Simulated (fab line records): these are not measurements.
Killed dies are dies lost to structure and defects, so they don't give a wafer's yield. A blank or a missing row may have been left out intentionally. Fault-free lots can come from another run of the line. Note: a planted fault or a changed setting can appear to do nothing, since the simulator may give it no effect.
Chamber matching :: flow n5 finfet :: 3 sister chambers for N5_GATE_CUT_PECVD_57 on pecvd-03
The step deposits SiNx from SiH4/NH3/N2, target thk 21 nm. 6 wafers are shown with their chamber, then 10 later ones without.

## WAFERS, EACH WITH ITS CHAMBER
wafer: L084.6
chamber: 1
showerhead plenum p Torr (Torr): 5.11
throttle valve pct (%): 39.5

wafer: L086.3
chamber: 2
showerhead plenum p Torr (Torr): 4.94
throttle valve pct (%): 38.9

wafer: L086.4
chamber: 0
showerhead plenum p Torr (Torr): 5.15
throttle valve pct (%): 40.9

wafer: L086.5
chamber: 1
showerhead plenum p Torr (Torr): 5.10
throttle valve pct (%): 39.6

wafer: L089.3
chamber: 0
showerhead plenum p Torr (Torr): 5.15
throttle valve pct (%): 41.0

wafer: L089.5
chamber: 2
showerhead plenum p Torr (Torr): 4.94
throttle valve pct (%): 38.9

## WAFERS WITH NO CHAMBER GIVEN
wafer: L089.6
showerhead plenum p Torr (Torr): 5.11
throttle valve pct (%): 39.8

wafer: L091.2
showerhead plenum p Torr (Torr): 5.15
throttle valve pct (%): 40.6

wafer: L091.3
showerhead plenum p Torr (Torr): 5.10
throttle valve pct (%): 39.9

wafer: L091.4
showerhead plenum p Torr (Torr): 4.95
throttle valve pct (%): 39.2

wafer: L095.1
showerhead plenum p Torr (Torr): 4.94
throttle valve pct (%): 39.1

wafer: L095.4
showerhead plenum p Torr (Torr): 5.15
throttle valve pct (%): 40.9

wafer: L095.6
showerhead plenum p Torr (Torr): 5.09
throttle valve pct (%): 39.8

wafer: L096.3
showerhead plenum p Torr (Torr): 5.15
throttle valve pct (%): 40.8

wafer: L096.4
showerhead plenum p Torr (Torr): 5.15
throttle valve pct (%): 40.9

wafer: L096.5
showerhead plenum p Torr (Torr): 4.95
throttle valve pct (%): 39.3

## WHICH CHAMBER EACH ONE RAN IN
wafer: L089.6
from the rows above: 1
in truth: 1

wafer: L091.2
from the rows above: 0
in truth: 0

wafer: L091.3
from the rows above: 1
in truth: 1

wafer: L091.4
from the rows above: 2
in truth: 2

wafer: L095.1
from the rows above: 2
in truth: 2

wafer: L095.4
from the rows above: 0
in truth: 0

wafer: L095.6
from the rows above: 1
in truth: 1

wafer: L096.3
from the rows above: 0
in truth: 0

wafer: L096.4
from the rows above: 0
in truth: 0

wafer: L096.5
from the rows above: 2
in truth: 2
Correctly placed: 10 of 10. Number that these rows cannot place: 0. Placed wrongly: 0.
How it was worked out, from the rows above alone: a wafer's distance from a chamber is the root of the sum, over the readings, of the square of ((its reading less the chamber's mean) divided by the reading's scatter). If the next closest chamber is less than 2 further off than the closest, the wafer can't be placed; otherwise it belongs to the closest. The mean given for a chamber averages the wafers shown for that chamber. The scatter: take each reading less its chamber's mean, square it, sum over the shown wafers, divide by the number of wafers less the number of chambers, and take the root.
